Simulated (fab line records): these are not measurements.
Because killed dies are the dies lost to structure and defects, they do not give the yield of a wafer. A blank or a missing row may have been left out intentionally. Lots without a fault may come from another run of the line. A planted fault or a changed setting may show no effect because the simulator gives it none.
8D (eight disciplines) problem report, filled in by code | flow nand_harc | the parts of the form that need people (team, actions taken, sign-off) are left out

## 1. THE ISSUE
Wafers without a fault read 232.4 s, standard deviation 0.43; run_length_s at NHARC_A_STAIRCASE_TRIM_198 reads a mean of 238.9 s on 3 wafers belonging to 2 lots. That puts it +15 standard deviations away from the usual mean.
The step: chemistry O2, time 211.2 s.
Earliest sighting: wafer L135.2 on rie_diel-04 at day 24 18:06. The record has a number at this step for 33 wafers belonging to 11 lots. By rule, "out" or "out of limits" means more than 4 standard deviations away from the usual mean. The other wafers with a number count as sound.

## 2. WHAT IT IS; WHAT IT IS NOT
question                    | is                     | is not
which readings at this step | run_length_s           | drypump_motor_current_A, o2_flow_sccm, oes_product_au, rf_vpp_V, showerhead_plenum_p_Torr, throttle_valve_pct
which lots                  | L135, L138             | L115, L116, L117, L118, L119, L125, L126, L127, L128
which wafers of those lots  | L135.2, L135.6, L138.6 | L135.3, L138.1, L138.5
read on which tools         | rie_diel-04            | rie_diel-02, rie_diel-05
when                        | from day 24 18:06      | up to then (28 sound wafers); but 2 sound wafers of L138 came after

## 3. SUSPECTS, AND WHAT RULES EACH OUT
Counting: a tool at a process step up to the reading stays a suspect if it ran every lot that is out. Sound lots after the first of them don't rule it out here, since some wafers of a struck lot are sound.
- rie_diel-02 at NHARC_A_STAIRCASE_TRIM_191 (chemistry O2, time 211.2 s): kept. Every lot that is out went through it, the first being L135 (day 24 17:49); the last sound lot it ran before that was L126 (day 20 18:23). Because NHARC_A_STAIRCASE_TRIM_191 lacks a start for some lots, the hours and order of its lots are taken from NHARC_A_STAIRCASE_TRIM_196.
- rie_diel-04 at NHARC_A_STAIRCASE_TRIM_196 (chemistry O2, time 211.2 s): kept. Every lot that is out went through it, the first being L135 (day 24 17:49); the last sound lot it ran before that was L128 (day 20 22:05).
- rie_diel-04 at NHARC_A_STAIRCASE_TRIM_198 (chemistry O2, time 211.2 s): kept. Every lot that is out went through it, the first being L135 (day 24 18:06); the last sound lot it ran before that was L128 (day 20 22:23). Its own run_length_s readings are out on those wafers.
- Within rie_diel-02 at NHARC_A_STAIRCASE_TRIM_191: the wafers that are out ran in chambers 1, 3; their sound lot-mates ran in chambers 0, 2.
Left after counting: rie_diel-02 at NHARC_A_STAIRCASE_TRIM_191, rie_diel-04 at NHARC_A_STAIRCASE_TRIM_196, rie_diel-04 at NHARC_A_STAIRCASE_TRIM_198.

## 4. THE CAUSE (what the simulator had put in)
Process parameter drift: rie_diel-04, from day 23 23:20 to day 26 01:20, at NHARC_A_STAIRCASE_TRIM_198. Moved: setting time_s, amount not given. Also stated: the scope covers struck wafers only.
Of the 3 suspects that counting leaves, this tool is one.

## 5. SEQUENCE OF EFFECTS, ordered by route
Each row: a reading where the mean over the struck wafers with a number is more than 3 standard deviations away from the usual. Only readings whose record carries a usual standard deviation are examined. hours: median over the lots of the time between each lot's start at the first step of this table that gives one and its start at this step. sigmas: the change, counted in usual standard deviations.
hours | step                       | reading      | usual   | on struck wafers | change | sigmas
0     | NHARC_A_STAIRCASE_TRIM_198 | run_length_s | 232.4 s | 238.9            | +6.5   | +15
Process steps it contains:
- NHARC_A_STAIRCASE_TRIM_198: chemistry O2, time 211.2 s.

## 6. WHAT WOULD HAVE CAUGHT IT SOONER
The fault began at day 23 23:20; the first out-of-limits reading in this record came at day 24 18:06, 19 hours later.
